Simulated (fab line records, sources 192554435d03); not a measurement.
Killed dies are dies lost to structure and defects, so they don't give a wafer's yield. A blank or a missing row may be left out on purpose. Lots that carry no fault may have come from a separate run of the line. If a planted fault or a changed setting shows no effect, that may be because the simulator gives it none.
fab line records / flow n5-finfet
record lots=11 wafers=33 last-day=19
route steps=1938 shown BEOL_M8@1400 BEOL_M9@1417 PASSIVATION@1936
lots with no fault: from the same line, run without faults
start-h: start of the lot's first displayed wafer, in hours after the record's first day / wait-h: how many hours have passed since the lot's step before this one / " repeats the value in the row above / L1.1+2: a single row standing in for several wafers / - no value, or no start given / * or withheld: withheld / < > ~ a bound
route shown NAME@n: names a module that has steps shown in the file, with the first one's number in the route / usual: mean and standard deviation over wafers with no fault / same: alike in all rows / chamber/n: place in a boat / sites: per-site readings / _std_site: their standard deviation / _edge_site: mean of outer sites minus mean of inner sites / radius-mm: for every site, how far away it sits from the centre of the wafer / mask NAME#n: copy n / behind: the last tool/chamber to shape the wafer / hold: why the lot went on hold/how many hours it stayed there/how the hold came to an end / device: transistor that didn't switch, given as n, p or np / end of line: tests of these same wafers at the route's end / step lacking rows: just its recipe / killed: not the wafer's yield, but the dies lost to structure and defects at the first sort / map: a wafer's dies, marking killed ones x, the rest . and places with no die _
set.NAME: setting as actually run; set.NAME@STEP: the setting as run at that earlier step / model.NAME: the simulator's own value behind a step, which no gauge read
one table for each step of the route and one row for each wafer, over a sample of lots
services: the hour from which a tool's chamber was out of use, counted from the record's first day as start-h (under 0 if before that day), plus the number of hours and why
## steps
# step N5_BEOL_M8_INSPECT_58
# recipe inspect-instrument=darkfield mode=post-dep
# usual raw-defect-count=77/26
lot.wafer=L454.2 tool=defect-inspect-01 chamber=- start-h=240.10 wait-h=0.0 raw-defect-count=110
lot.wafer=L454.5 tool=defect-inspect-01 chamber=- start-h=240.10 wait-h=0.0 raw-defect-count=60
lot.wafer=L454.6 tool=defect-inspect-01 chamber=- start-h=240.10 wait-h=0.0 raw-defect-count=55
lot.wafer=L455.2 tool=defect-inspect-01 chamber=- start-h=240.43 wait-h=0.0 raw-defect-count=88
lot.wafer=L455.4 tool=defect-inspect-01 chamber=- start-h=240.43 wait-h=0.0 raw-defect-count=137
lot.wafer=L455.5 tool=defect-inspect-01 chamber=- start-h=240.43 wait-h=0.0 raw-defect-count=72
lot.wafer=L457.2 tool=defect-inspect-01 chamber=- start-h=252.39 wait-h=0.0 raw-defect-count=81
lot.wafer=L457.3 tool=defect-inspect-01 chamber=- start-h=252.39 wait-h=0.0 raw-defect-count=58
lot.wafer=L457.6 tool=defect-inspect-01 chamber=- start-h=252.39 wait-h=0.0 raw-defect-count=40
lot.wafer=L458.1 tool=defect-inspect-02 chamber=- start-h=252.87 wait-h=0.0 raw-defect-count=128
lot.wafer=L458.2 tool=defect-inspect-02 chamber=- start-h=252.87 wait-h=0.0 raw-defect-count=97
lot.wafer=L458.6 tool=defect-inspect-02 chamber=- start-h=252.87 wait-h=0.0 raw-defect-count=102
lot.wafer=L456.2 tool=defect-inspect-01 chamber=- start-h=260.75 wait-h=0.0 raw-defect-count=42
lot.wafer=L456.4 tool=defect-inspect-01 chamber=- start-h=260.75 wait-h=0.0 raw-defect-count=98
lot.wafer=L456.6 tool=defect-inspect-01 chamber=- start-h=260.75 wait-h=0.0 raw-defect-count=56
lot.wafer=L459.1 tool=defect-inspect-02 chamber=- start-h=262.59 wait-h=0.0 raw-defect-count=75
lot.wafer=L459.4 tool=defect-inspect-02 chamber=- start-h=262.59 wait-h=0.0 raw-defect-count=71
lot.wafer=L459.5 tool=defect-inspect-02 chamber=- start-h=262.59 wait-h=0.0 raw-defect-count=110
lot.wafer=L461.3 tool=defect-inspect-02 chamber=- start-h=272.85 wait-h=0.0 raw-defect-count=68
lot.wafer=L461.5 tool=defect-inspect-02 chamber=- start-h=272.85 wait-h=0.0 raw-defect-count=70
lot.wafer=L461.6 tool=defect-inspect-02 chamber=- start-h=272.85 wait-h=0.0 raw-defect-count=88
lot.wafer=L467.4 tool=defect-inspect-01 chamber=- start-h=317.36 wait-h=0.0 raw-defect-count=76
lot.wafer=L467.5 tool=defect-inspect-01 chamber=- start-h=317.36 wait-h=0.0 raw-defect-count=72
lot.wafer=L467.6 tool=defect-inspect-01 chamber=- start-h=317.36 wait-h=0.0 raw-defect-count=80
lot.wafer=L471.1 tool=defect-inspect-02 chamber=- start-h=341.54 wait-h=0.0 raw-defect-count=105
lot.wafer=L471.2 tool=defect-inspect-02 chamber=- start-h=341.54 wait-h=0.0 raw-defect-count=162
lot.wafer=L471.4 tool=defect-inspect-02 chamber=- start-h=341.54 wait-h=0.0 raw-defect-count=107
lot.wafer=L473.3 tool=defect-inspect-02 chamber=- start-h=341.71 wait-h=0.0 raw-defect-count=55
lot.wafer=L473.4 tool=defect-inspect-02 chamber=- start-h=341.71 wait-h=0.0 raw-defect-count=58
lot.wafer=L473.6 tool=defect-inspect-02 chamber=- start-h=341.71 wait-h=0.0 raw-defect-count=35
lot.wafer=L475.1 tool=defect-inspect-01 chamber=- start-h=371.34 wait-h=0.0 raw-defect-count=44
lot.wafer=L475.4 tool=defect-inspect-01 chamber=- start-h=371.34 wait-h=0.0 raw-defect-count=43
lot.wafer=L475.5 tool=defect-inspect-01 chamber=- start-h=371.34 wait-h=0.0 raw-defect-count=46
# step N5_BEOL_M9_DESCUM_16
# recipe chemistry=O2 time-s=7.9 source-power-w=50 bias-power-w=20 pressure-mtorr=20 rf-frequency-hz=2.712e+07 temp-c=40 resist=CAR-ArF o2-flow-sccm=225
# usual bias-power-w=19.99/0.054 chamber-pressure-mTorr=19.999/0.016 drypump-motor-current-A=5.6/0.53 oes-product-au=0.77/0.062 rf-vpp-V=242.8/1.2 showerhead-plenum-p-Torr=2.08/0.066 throttle-valve-pct=20.52/0.23
lot.wafer=L455.2 tool=rie-diel-03 chamber=2 start-h=243.50 wait-h=0.0 bias-power-w=19.99 chamber-pressure-mTorr=20.003 drypump-motor-current-A=5.1 oes-product-au=0.77 rf-hours-counter-h=108 rf-vpp-V=243.9 showerhead-plenum-p-Torr=2.13 throttle-valve-pct=20.54
lot.wafer=L455.4 tool=rie-diel-03 chamber=0 start-h=243.50 wait-h=0.0 bias-power-w=19.95 chamber-pressure-mTorr=20.002 drypump-motor-current-A=5.5 oes-product-au=0.89 rf-hours-counter-h=32 rf-vpp-V=244.4 showerhead-plenum-p-Torr=2.13 throttle-valve-pct=20.30
lot.wafer=L455.5 tool=rie-diel-03 chamber=2 start-h=243.50 wait-h=0.0 bias-power-w=19.96 chamber-pressure-mTorr=19.999 drypump-motor-current-A=5.1 oes-product-au=0.78 rf-hours-counter-h=- rf-vpp-V=243.9 showerhead-plenum-p-Torr=2.13 throttle-valve-pct=20.53
lot.wafer=L454.2 tool=rie-diel-03 chamber=2 start-h=243.75 wait-h=0.1 bias-power-w=19.96 chamber-pressure-mTorr=19.980 drypump-motor-current-A=5.1 oes-product-au=0.79 rf-hours-counter-h=108 rf-vpp-V=243.6 showerhead-plenum-p-Torr=2.13 throttle-valve-pct=20.52
lot.wafer=L454.5 tool=rie-diel-03 chamber=0 start-h=243.75 wait-h=0.1 bias-power-w=20.05 chamber-pressure-mTorr=20.012 drypump-motor-current-A=5.5 oes-product-au=0.90 rf-hours-counter-h=- rf-vpp-V=243.1 showerhead-plenum-p-Torr=2.13 throttle-valve-pct=20.30
lot.wafer=L454.6 tool=rie-diel-03 chamber=1 start-h=243.75 wait-h=0.1 bias-power-w=20.03 chamber-pressure-mTorr=20.001 drypump-motor-current-A=5.0 oes-product-au=0.82 rf-hours-counter-h=- rf-vpp-V=241.4 showerhead-plenum-p-Torr=2.02 throttle-valve-pct=20.71
lot.wafer=L457.2 tool=rie-diel-03 chamber=0 start-h=254.21 wait-h=0.0 bias-power-w=20.09 chamber-pressure-mTorr=20.004 drypump-motor-current-A=5.5 oes-product-au=0.87 rf-hours-counter-h=36 rf-vpp-V=244.3 showerhead-plenum-p-Torr=2.13 throttle-valve-pct=20.31
lot.wafer=L457.3 tool=rie-diel-03 chamber=1 start-h=254.21 wait-h=0.0 bias-power-w=20.05 chamber-pressure-mTorr=19.993 drypump-motor-current-A=5.0 oes-product-au=0.80 rf-hours-counter-h=118 rf-vpp-V=241.3 showerhead-plenum-p-Torr=2.02 throttle-valve-pct=20.73
lot.wafer=L457.6 tool=rie-diel-03 chamber=0 start-h=254.21 wait-h=0.0 bias-power-w=20.02 chamber-pressure-mTorr=20.021 drypump-motor-current-A=5.5 oes-product-au=0.89 rf-hours-counter-h=- rf-vpp-V=243.3 showerhead-plenum-p-Torr=2.13 throttle-valve-pct=20.30
lot.wafer=L458.1 tool=rie-diel-03 chamber=3 start-h=254.52 wait-h=0.0 bias-power-w=20.01 chamber-pressure-mTorr=20.004 drypump-motor-current-A=4.7 oes-product-au=0.75 rf-hours-counter-h=153 rf-vpp-V=242.9 showerhead-plenum-p-Torr=2.01 throttle-valve-pct=20.54
lot.wafer=L458.2 tool=rie-diel-03 chamber=0 start-h=254.52 wait-h=0.0 bias-power-w=20.01 chamber-pressure-mTorr=20.012 drypump-motor-current-A=5.5 oes-product-au=0.89 rf-hours-counter-h=36 rf-vpp-V=242.8 showerhead-plenum-p-Torr=2.13 throttle-valve-pct=20.31
lot.wafer=L458.6 tool=rie-diel-03 chamber=0 start-h=254.52 wait-h=0.0 bias-power-w=20.01 chamber-pressure-mTorr=20.016 drypump-motor-current-A=5.5 oes-product-au=0.89 rf-hours-counter-h=- rf-vpp-V=243.1 showerhead-plenum-p-Torr=2.13 throttle-valve-pct=20.31
lot.wafer=L456.2 tool=rie-diel-03 chamber=3 start-h=264.41 wait-h=0.0 bias-power-w=20.00 chamber-pressure-mTorr=20.020 drypump-motor-current-A=4.7 oes-product-au=0.75 rf-hours-counter-h=156 rf-vpp-V=240.8 showerhead-plenum-p-Torr=2.01 throttle-valve-pct=20.55
lot.wafer=L456.4 tool=rie-diel-03 chamber=0 start-h=264.41 wait-h=0.0 bias-power-w=20.00 chamber-pressure-mTorr=19.990 drypump-motor-current-A=5.5 oes-product-au=0.88 rf-hours-counter-h=39 rf-vpp-V=245.0 showerhead-plenum-p-Torr=2.13 throttle-valve-pct=20.31
lot.wafer=L456.6 tool=rie-diel-03 chamber=2 start-h=264.41 wait-h=0.0 bias-power-w=20.03 chamber-pressure-mTorr=19.996 drypump-motor-current-A=5.1 oes-product-au=0.77 rf-hours-counter-h=- rf-vpp-V=243.8 showerhead-plenum-p-Torr=2.13 throttle-valve-pct=20.52
lot.wafer=L459.1 tool=rie-diel-03 chamber=2 start-h=264.89 wait-h=0.0 bias-power-w=19.91 chamber-pressure-mTorr=20.018 drypump-motor-current-A=5.1 oes-product-au=0.76 rf-hours-counter-h=114 rf-vpp-V=243.5 showerhead-plenum-p-Torr=2.12 throttle-valve-pct=20.55
lot.wafer=L459.4 tool=rie-diel-03 chamber=1 start-h=264.89 wait-h=0.0 bias-power-w=19.93 chamber-pressure-mTorr=20.000 drypump-motor-current-A=5.0 oes-product-au=0.80 rf-hours-counter-h=122 rf-vpp-V=242.4 showerhead-plenum-p-Torr=2.02 throttle-valve-pct=20.74
lot.wafer=L459.5 tool=rie-diel-03 chamber=1 start-h=264.89 wait-h=0.0 bias-power-w=19.94 chamber-pressure-mTorr=19.999 drypump-motor-current-A=5.0 oes-product-au=0.80 rf-hours-counter-h=- rf-vpp-V=241.5 showerhead-plenum-p-Torr=2.02 throttle-valve-pct=20.74
lot.wafer=L461.3 tool=rie-diel-03 chamber=0 start-h=275.57 wait-h=0.0 bias-power-w=20.00 chamber-pressure-mTorr=19.986 drypump-motor-current-A=5.5 oes-product-au=0.87 rf-hours-counter-h=42 rf-vpp-V=244.6 showerhead-plenum-p-Torr=2.13 throttle-valve-pct=20.31
lot.wafer=L461.5 tool=rie-diel-03 chamber=3 start-h=275.57 wait-h=0.0 bias-power-w=20.01 chamber-pressure-mTorr=19.963 drypump-motor-current-A=4.7 oes-product-au=0.75 rf-hours-counter-h=- rf-vpp-V=242.6 showerhead-plenum-p-Torr=2.01 throttle-valve-pct=20.56
lot.wafer=L461.6 tool=rie-diel-03 chamber=2 start-h=275.57 wait-h=0.0 bias-power-w=19.98 chamber-pressure-mTorr=20.003 drypump-motor-current-A=5.1 oes-product-au=0.76 rf-hours-counter-h=- rf-vpp-V=243.8 showerhead-plenum-p-Torr=2.12 throttle-valve-pct=20.54
lot.wafer=L467.4 tool=rie-diel-01 chamber=3 start-h=318.62 wait-h=0.0 bias-power-w=19.96 chamber-pressure-mTorr=19.982 drypump-motor-current-A=6.2 oes-product-au=0.81 rf-hours-counter-h=84 rf-vpp-V=240.9 showerhead-plenum-p-Torr=2.04 throttle-valve-pct=20.19
lot.wafer=L467.5 tool=rie-diel-01 chamber=1 start-h=318.62 wait-h=0.0 bias-power-w=20.09 chamber-pressure-mTorr=19.988 drypump-motor-current-A=5.8 oes-product-au=0.68 rf-hours-counter-h=- rf-vpp-V=241.0 showerhead-plenum-p-Torr=1.99 throttle-valve-pct=20.70
lot.wafer=L467.6 tool=rie-diel-01 chamber=0 start-h=318.62 wait-h=0.0 bias-power-w=20.01 chamber-pressure-mTorr=19.975 drypump-motor-current-A=6.0 oes-product-au=0.68 rf-hours-counter-h=- rf-vpp-V=242.5 showerhead-plenum-p-Torr=2.09 throttle-valve-pct=20.85
lot.wafer=L471.1 tool=rie-diel-06 chamber=3 start-h=343.31 wait-h=0.0 bias-power-w=20.10 chamber-pressure-mTorr=19.997 drypump-motor-current-A=6.0 oes-product-au=0.71 rf-hours-counter-h=195 rf-vpp-V=244.4 showerhead-plenum-p-Torr=2.09 throttle-valve-pct=20.53
lot.wafer=L471.2 tool=rie-diel-06 chamber=0 start-h=343.31 wait-h=0.0 bias-power-w=20.01 chamber-pressure-mTorr=20.012 drypump-motor-current-A=6.6 oes-product-au=0.83 rf-hours-counter-h=82 rf-vpp-V=244.0 showerhead-plenum-p-Torr=2.11 throttle-valve-pct=19.88
lot.wafer=L471.4 tool=rie-diel-06 chamber=2 start-h=343.31 wait-h=0.0 bias-power-w=19.95 chamber-pressure-mTorr=20.023 drypump-motor-current-A=6.0 oes-product-au=0.71 rf-hours-counter-h=205 rf-vpp-V=244.8 showerhead-plenum-p-Torr=2.14 throttle-valve-pct=20.29
lot.wafer=L473.3 tool=rie-diel-01 chamber=0 start-h=343.57 wait-h=0.0 bias-power-w=19.99 chamber-pressure-mTorr=19.985 drypump-motor-current-A=6.1 oes-product-au=0.67 rf-hours-counter-h=223 rf-vpp-V=242.7 showerhead-plenum-p-Torr=2.09 throttle-valve-pct=20.85
lot.wafer=L473.4 tool=rie-diel-01 chamber=1 start-h=343.57 wait-h=0.0 bias-power-w=20.05 chamber-pressure-mTorr=20.004 drypump-motor-current-A=5.8 oes-product-au=0.68 rf-hours-counter-h=240 rf-vpp-V=241.9 showerhead-plenum-p-Torr=1.99 throttle-valve-pct=20.70
lot.wafer=L473.6 tool=rie-diel-01 chamber=2 start-h=343.57 wait-h=0.0 bias-power-w=20.02 chamber-pressure-mTorr=19.984 drypump-motor-current-A=5.8 oes-product-au=0.74 rf-hours-counter-h=- rf-vpp-V=244.2 showerhead-plenum-p-Torr=2.19 throttle-valve-pct=20.60
lot.wafer=L475.1 tool=rie-diel-01 chamber=2 start-h=374.83 wait-h=0.6 bias-power-w=19.93 chamber-pressure-mTorr=20.004 drypump-motor-current-A=5.9 oes-product-au=0.72 rf-hours-counter-h=161 rf-vpp-V=244.8 showerhead-plenum-p-Torr=2.19 throttle-valve-pct=20.62
lot.wafer=L475.4 tool=rie-diel-01 chamber=3 start-h=374.83 wait-h=0.6 bias-power-w=20.02 chamber-pressure-mTorr=19.994 drypump-motor-current-A=6.2 oes-product-au=0.81 rf-hours-counter-h=102 rf-vpp-V=241.4 showerhead-plenum-p-Torr=2.03 throttle-valve-pct=20.21
lot.wafer=L475.5 tool=rie-diel-01 chamber=2 start-h=374.83 wait-h=0.6 bias-power-w=19.97 chamber-pressure-mTorr=20.003 drypump-motor-current-A=5.9 oes-product-au=0.74 rf-hours-counter-h=- rf-vpp-V=244.2 showerhead-plenum-p-Torr=2.19 throttle-valve-pct=20.62
# step N5_BEOL_M9_COAT_63
# recipe resist=SOC temp-c=250 time-s=60 spin-rpm=1500 resist-thk-nm=60
# usual resist-line-temp-C=23.00/0.098 spin-speed-rpm=1500.0/0.91
lot.wafer=L454.2 tool=litho-track-02 chamber=0 start-h=245.70 wait-h=1.4 resist-line-temp-C=22.92 spin-speed-rpm=1499.3
lot.wafer=L454.5 tool=litho-track-02 chamber=0 start-h=245.70 wait-h=1.4 resist-line-temp-C=22.98 spin-speed-rpm=1501.1
lot.wafer=L454.6 tool=litho-track-02 chamber=0 start-h=245.70 wait-h=1.4 resist-line-temp-C=23.07 spin-speed-rpm=1499.3
lot.wafer=L455.2 tool=litho-track-04 chamber=0 start-h=245.80 wait-h=1.8 resist-line-temp-C=22.92 spin-speed-rpm=1499.9
lot.wafer=L455.4 tool=litho-track-04 chamber=0 start-h=245.80 wait-h=1.8 resist-line-temp-C=22.84 spin-speed-rpm=1500.2
lot.wafer=L455.5 tool=litho-track-04 chamber=0 start-h=245.80 wait-h=1.8 resist-line-temp-C=22.88 spin-speed-rpm=1501.0
lot.wafer=L457.2 tool=litho-track-01 chamber=0 start-h=255.43 wait-h=0.7 resist-line-temp-C=22.92 spin-speed-rpm=1501.5
lot.wafer=L457.3 tool=litho-track-01 chamber=0 start-h=255.43 wait-h=0.7 resist-line-temp-C=23.05 spin-speed-rpm=1501.9
lot.wafer=L457.6 tool=litho-track-01 chamber=0 start-h=255.43 wait-h=0.7 resist-line-temp-C=23.12 spin-speed-rpm=1501.8
lot.wafer=L458.1 tool=litho-track-02 chamber=0 start-h=255.48 wait-h=0.5 resist-line-temp-C=23.01 spin-speed-rpm=1499.6
lot.wafer=L458.2 tool=litho-track-02 chamber=0 start-h=255.48 wait-h=0.5 resist-line-temp-C=22.92 spin-speed-rpm=1499.0
lot.wafer=L458.6 tool=litho-track-02 chamber=0 start-h=255.48 wait-h=0.5 resist-line-temp-C=22.96 spin-speed-rpm=1499.8
lot.wafer=L456.2 tool=litho-track-04 chamber=0 start-h=264.91 wait-h=0.0 resist-line-temp-C=23.08 spin-speed-rpm=1499.5
lot.wafer=L456.4 tool=litho-track-04 chamber=0 start-h=264.91 wait-h=0.0 resist-line-temp-C=22.99 spin-speed-rpm=1499.0
lot.wafer=L456.6 tool=litho-track-04 chamber=0 start-h=264.91 wait-h=0.0 resist-line-temp-C=23.10 spin-speed-rpm=1499.0
lot.wafer=L459.1 tool=litho-track-01 chamber=0 start-h=265.38 wait-h=0.0 resist-line-temp-C=22.94 spin-speed-rpm=1501.4
lot.wafer=L459.4 tool=litho-track-01 chamber=0 start-h=265.38 wait-h=0.0 resist-line-temp-C=23.10 spin-speed-rpm=1500.6
lot.wafer=L459.5 tool=litho-track-01 chamber=0 start-h=265.38 wait-h=0.0 resist-line-temp-C=22.82 spin-speed-rpm=1500.0
lot.wafer=L461.3 tool=litho-track-04 chamber=0 start-h=276.55 wait-h=0.5 resist-line-temp-C=23.04 spin-speed-rpm=1499.8
lot.wafer=L461.5 tool=litho-track-04 chamber=0 start-h=276.55 wait-h=0.5 resist-line-temp-C=23.24 spin-speed-rpm=1500.6
lot.wafer=L461.6 tool=litho-track-04 chamber=0 start-h=276.55 wait-h=0.5 resist-line-temp-C=23.08 spin-speed-rpm=1499.2
lot.wafer=L467.4 tool=litho-track-02 chamber=0 start-h=319.93 wait-h=0.9 resist-line-temp-C=22.98 spin-speed-rpm=1593.8
lot.wafer=L467.5 tool=litho-track-02 chamber=0 start-h=319.93 wait-h=0.9 resist-line-temp-C=23.06 spin-speed-rpm=1592.0
lot.wafer=L467.6 tool=litho-track-02 chamber=0 start-h=319.93 wait-h=0.9 resist-line-temp-C=23.08 spin-speed-rpm=1593.9
lot.wafer=L473.3 tool=litho-track-01 chamber=0 start-h=344.47 wait-h=0.4 resist-line-temp-C=23.07 spin-speed-rpm=1499.1
lot.wafer=L473.4 tool=litho-track-01 chamber=0 start-h=344.47 wait-h=0.4 resist-line-temp-C=23.10 spin-speed-rpm=1499.3
lot.wafer=L473.6 tool=litho-track-01 chamber=0 start-h=344.47 wait-h=0.4 resist-line-temp-C=23.02 spin-speed-rpm=1499.4
lot.wafer=L471.1 tool=litho-track-02 chamber=0 start-h=344.60 wait-h=0.8 resist-line-temp-C=23.02 spin-speed-rpm=1591.3
lot.wafer=L471.2 tool=litho-track-02 chamber=0 start-h=344.60 wait-h=0.8 resist-line-temp-C=23.04 spin-speed-rpm=1590.6
lot.wafer=L471.4 tool=litho-track-02 chamber=0 start-h=344.60 wait-h=0.8 resist-line-temp-C=23.02 spin-speed-rpm=1592.4
lot.wafer=L475.1 tool=litho-track-01 chamber=0 start-h=381.08 wait-h=5.7 resist-line-temp-C=23.07 spin-speed-rpm=1499.4
lot.wafer=L475.4 tool=litho-track-01 chamber=0 start-h=381.08 wait-h=5.7 resist-line-temp-C=22.98 spin-speed-rpm=1500.8
lot.wafer=L475.5 tool=litho-track-01 chamber=0 start-h=381.08 wait-h=5.7 resist-line-temp-C=22.92 spin-speed-rpm=1500.3
# step N5_BEOL_M9_INSPECT_30
# recipe mode=adi inspect-instrument=brightfield
# usual raw-defect-count=423/82
lot.wafer=L454.2 tool=defect-inspect-02 chamber=- start-h=246.22 wait-h=0.0 raw-defect-count=535
lot.wafer=L454.5 tool=defect-inspect-02 chamber=- start-h=246.22 wait-h=0.0 raw-defect-count=415
lot.wafer=L454.6 tool=defect-inspect-02 chamber=- start-h=246.22 wait-h=0.0 raw-defect-count=476
lot.wafer=L455.2 tool=defect-inspect-01 chamber=- start-h=246.26 wait-h=0.0 raw-defect-count=359
lot.wafer=L455.4 tool=defect-inspect-01 chamber=- start-h=246.26 wait-h=0.0 raw-defect-count=600
lot.wafer=L455.5 tool=defect-inspect-01 chamber=- start-h=246.26 wait-h=0.0 raw-defect-count=498
lot.wafer=L457.2 tool=defect-inspect-01 chamber=- start-h=255.91 wait-h=0.0 raw-defect-count=443
lot.wafer=L457.3 tool=defect-inspect-01 chamber=- start-h=255.91 wait-h=0.0 raw-defect-count=319
lot.wafer=L457.6 tool=defect-inspect-01 chamber=- start-h=255.91 wait-h=0.0 raw-defect-count=315
lot.wafer=L458.1 tool=defect-inspect-02 chamber=- start-h=255.95 wait-h=0.1 raw-defect-count=418
lot.wafer=L458.2 tool=defect-inspect-02 chamber=- start-h=255.95 wait-h=0.1 raw-defect-count=503
lot.wafer=L458.6 tool=defect-inspect-02 chamber=- start-h=255.95 wait-h=0.1 raw-defect-count=507
lot.wafer=L456.2 tool=defect-inspect-02 chamber=- start-h=265.26 wait-h=0.0 raw-defect-count=464
lot.wafer=L456.4 tool=defect-inspect-02 chamber=- start-h=265.26 wait-h=0.0 raw-defect-count=421
lot.wafer=L456.6 tool=defect-inspect-02 chamber=- start-h=265.26 wait-h=0.0 raw-defect-count=355
lot.wafer=L459.1 tool=defect-inspect-01 chamber=- start-h=265.86 wait-h=0.1 raw-defect-count=398
lot.wafer=L459.4 tool=defect-inspect-01 chamber=- start-h=265.86 wait-h=0.1 raw-defect-count=550
lot.wafer=L459.5 tool=defect-inspect-01 chamber=- start-h=265.86 wait-h=0.1 raw-defect-count=521
lot.wafer=L461.3 tool=defect-inspect-01 chamber=- start-h=276.91 wait-h=0.0 raw-defect-count=437
lot.wafer=L461.5 tool=defect-inspect-01 chamber=- start-h=276.91 wait-h=0.0 raw-defect-count=510
lot.wafer=L461.6 tool=defect-inspect-01 chamber=- start-h=276.91 wait-h=0.0 raw-defect-count=525
lot.wafer=L467.4 tool=defect-inspect-02 chamber=- start-h=320.29 wait-h=0.0 raw-defect-count=323
lot.wafer=L467.5 tool=defect-inspect-02 chamber=- start-h=320.29 wait-h=0.0 raw-defect-count=393
lot.wafer=L467.6 tool=defect-inspect-02 chamber=- start-h=320.29 wait-h=0.0 raw-defect-count=436
lot.wafer=L473.3 tool=defect-inspect-02 chamber=- start-h=344.83 wait-h=0.0 raw-defect-count=384
lot.wafer=L473.4 tool=defect-inspect-02 chamber=- start-h=344.83 wait-h=0.0 raw-defect-count=335
lot.wafer=L473.6 tool=defect-inspect-02 chamber=- start-h=344.83 wait-h=0.0 raw-defect-count=247
lot.wafer=L471.1 tool=defect-inspect-02 chamber=- start-h=344.95 wait-h=0.1 raw-defect-count=473
lot.wafer=L471.2 tool=defect-inspect-02 chamber=- start-h=344.95 wait-h=0.1 raw-defect-count=664
lot.wafer=L471.4 tool=defect-inspect-02 chamber=- start-h=344.95 wait-h=0.1 raw-defect-count=396
lot.wafer=L475.1 tool=defect-inspect-01 chamber=- start-h=381.47 wait-h=0.1 raw-defect-count=295
lot.wafer=L475.4 tool=defect-inspect-01 chamber=- start-h=381.47 wait-h=0.1 raw-defect-count=303
lot.wafer=L475.5 tool=defect-inspect-01 chamber=- start-h=381.47 wait-h=0.1 raw-defect-count=416
# step N5_PASSIVATION_PROBE_49
# usual defect-limited-yield=91.6/1.4 killed_at_M0_to_M3=35/10 killed_at_M4_up=13/4.8 killed-at-contacts=12/7.2 killed-at-front-end=36/12 killed-at-other=4/3.1 killed-dies=100/17 killed-open=66/13 killed-short=32/7.3 sort_bin_4_leakage=0.00/0.0099 sort_bin_5_function=5.0/0.94 sort_bin_6_memory=3.1/0.67 sort_bin_8_speed=0.01/0.047 sort-n-pass=1080/17 sort-yield-pct=91.6/1.4
# same gross-dies=1180 killed-at-back-side=0
lot.wafer=L459.1 tool=prober-02 chamber=- start-h=356.02 wait-h=0.0 defect-limited-yield[%]=93.2 killed_at_M0_to_M3=34 killed_at_M4_up=6 killed-at-contacts=17 killed-at-front-end=18 killed-at-other=5 killed-dies=80 killed-open=43 killed-short=36 sort_bin_4_leakage[%]=0 sort_bin_5_function[%]=4.2 sort_bin_6_memory[%]=2.4 sort_bin_8_speed[%]=0 sort-n-pass=1100 sort-yield-pct[%]=93.2
lot.wafer=L459.4 tool=prober-02 chamber=- start-h=356.17 wait-h=0.2 defect-limited-yield[%]=90.9 killed_at_M0_to_M3=38 killed_at_M4_up=14 killed-at-contacts=24 killed-at-front-end=24 killed-at-other=7 killed-dies=107 killed-open=64 killed-short=43 sort_bin_4_leakage[%]=0 sort_bin_5_function[%]=5.2 sort_bin_6_memory[%]=3.2 sort_bin_8_speed[%]=0 sort-n-pass=1073 sort-yield-pct[%]=90.9
lot.wafer=L459.5 tool=prober-02 chamber=- start-h=356.22 wait-h=0.2 defect-limited-yield[%]=89.7 killed_at_M0_to_M3=38 killed_at_M4_up=11 killed-at-contacts=35 killed-at-front-end=31 killed-at-other=6 killed-dies=121 killed-open=82 killed-short=38 sort_bin_4_leakage[%]=0 sort_bin_5_function[%]=5.7 sort_bin_6_memory[%]=4.3 sort_bin_8_speed[%]=0 sort-n-pass=1059 sort-yield-pct[%]=89.7
# killed by level:class
L459.1 MOL_CONTACT_COAG:geometric-particle:open=12 BEOL_M0_SAQP:geometric-particle:open=9 BEOL_M0_SAQP:geometric-particle:short=9 BEOL_M2:geometric-particle:open=6 MOL_CONTACT_COAG:geometric-particle:short=5 BEOL_M2:geometric-particle:short=5 STI_FIN_REVEAL:geometric-particle:open=4 MIM_TOP:geometric-particle:short=4
L459.4 MOL_CONTACT_COAG:geometric-particle:open=17 BEOL_M0_SAQP:geometric-particle:open=13 BEOL_M0_SAQP:geometric-particle:short=9 BEOL_M2:geometric-particle:open=9 MOL_CONTACT_COAG:geometric-particle:short=7 STARTING-WAFER:geometric-particle:short=6 FIN_SAQP:geometric-particle:open=5 BEOL_M5:geometric-particle:short=5
L459.5 MOL_CONTACT_COAG:geometric-particle:open=25 STI_FIN_REVEAL:geometric-particle:open=19 BEOL_M0_SAQP:geometric-particle:open=11 MOL_CONTACT_COAG:geometric-particle:short=10 BEOL_M0_SAQP:geometric-particle:short=9 BEOL_M2:geometric-particle:open=7 BEOL_M1:geometric-particle:open=4 BEOL_M5:geometric-particle:open=4
## services
tool=rie-diel-06 chamber=2 start-h=224.10 hours=3.8 kind=repair
tool=rie-diel-03 chamber=2 start-h=257.70 hours=2.6 kind=repair
tool=rie-diel-03 chamber=- start-h=281.46 hours=14.6 kind=pm
tool=rie-diel-03 chamber=0 start-h=348.81 hours=7.2 kind=repair
## key
first-sign step=N5_BEOL_M9_COAT_63 reading=spin-speed-rpm direction=up sigmas=99+ usual=* struck=*
effect none on later readings
met-at N5_BEOL_M9_COAT_63
struck-lots L467,L471
not-acting-at N5_BEOL_M8_INSPECT_58,N5_BEOL_M9_DESCUM_16,N5_BEOL_M9_INSPECT_30
onset-between 255.48 319.93
fault kind=process-parameter-drift tool=litho-track-02 chamber=- onset-h=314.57 steps=N5_BEOL_M9_COAT_63 channel=spin-rpm offset=* shape=step end-h=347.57 acts-in=* stated=*
